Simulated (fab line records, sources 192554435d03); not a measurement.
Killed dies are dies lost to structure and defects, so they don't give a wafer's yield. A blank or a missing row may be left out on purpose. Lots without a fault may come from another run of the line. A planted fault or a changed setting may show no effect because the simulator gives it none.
Chamber matching | flow n5_finfet | N5_MOL_CONTACT_COAG_ALD_27 on ald_sin-02: 4 sister chambers
The step deposits SiOC, target thk 17 nm, pulse time 1.5 s, time 2720 s. 7 wafers are shown with their chamber, then 7 later ones without.

WAFERS WITH THEIR CHAMBER
wafer  | chamber | heater_power_w (W) | run_length_s (s)
L385.4 | 2       | 941                | 2769.1
L385.5 | 0       | 816                | 2769.5
L386.1 | 1       | 733                | 2769.1
L386.4 | 3       | 957                | 2770.3
L386.5 | 0       | 838                | 2768.8
L388.1 | 2       | 901                | 2769.0
L388.4 | 1       | 741                | 2769.1

WAFERS WITHOUT THEIR CHAMBER
wafer  | heater_power_w (W) | run_length_s (s)
L388.5 | 711                | 2769.1
L390.1 | 742                | 2768.6
L390.2 | 923                | 2769.8
L390.3 | 824                | 2769.0
L392.3 | 941                | 2768.7
L392.6 | 976                | 2770.7
L393.1 | 727                | 2768.9

WHICH CHAMBER EACH WENT THROUGH
wafer  | from the rows above     | in truth
L388.5 | 1                       | 1
L390.1 | 1                       | 1
L390.2 | can't be placed: 3 or 2 | 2
L390.3 | 0                       | 0
L392.3 | 2                       | 2
L392.6 | 3                       | 3
L393.1 | 1                       | 1
Placed correctly: 6 of 7. Can't be placed from these rows: 1 (the true chamber is among the candidates in 1). Placed wrongly: 0.
How it was worked out, from the rows above alone: a wafer's distance from a chamber is the root of the sum, over the readings, of the square of ((its reading less the chamber's mean) divided by the reading's scatter). The wafer belongs to the nearest chamber; if the next one is less than 2 further off, it can't be placed. A chamber's mean is the mean of its shown wafers. The scatter: the root of (the sum of the squares of (reading less its chamber's mean) over the shown wafers, divided by (wafers less chambers)).
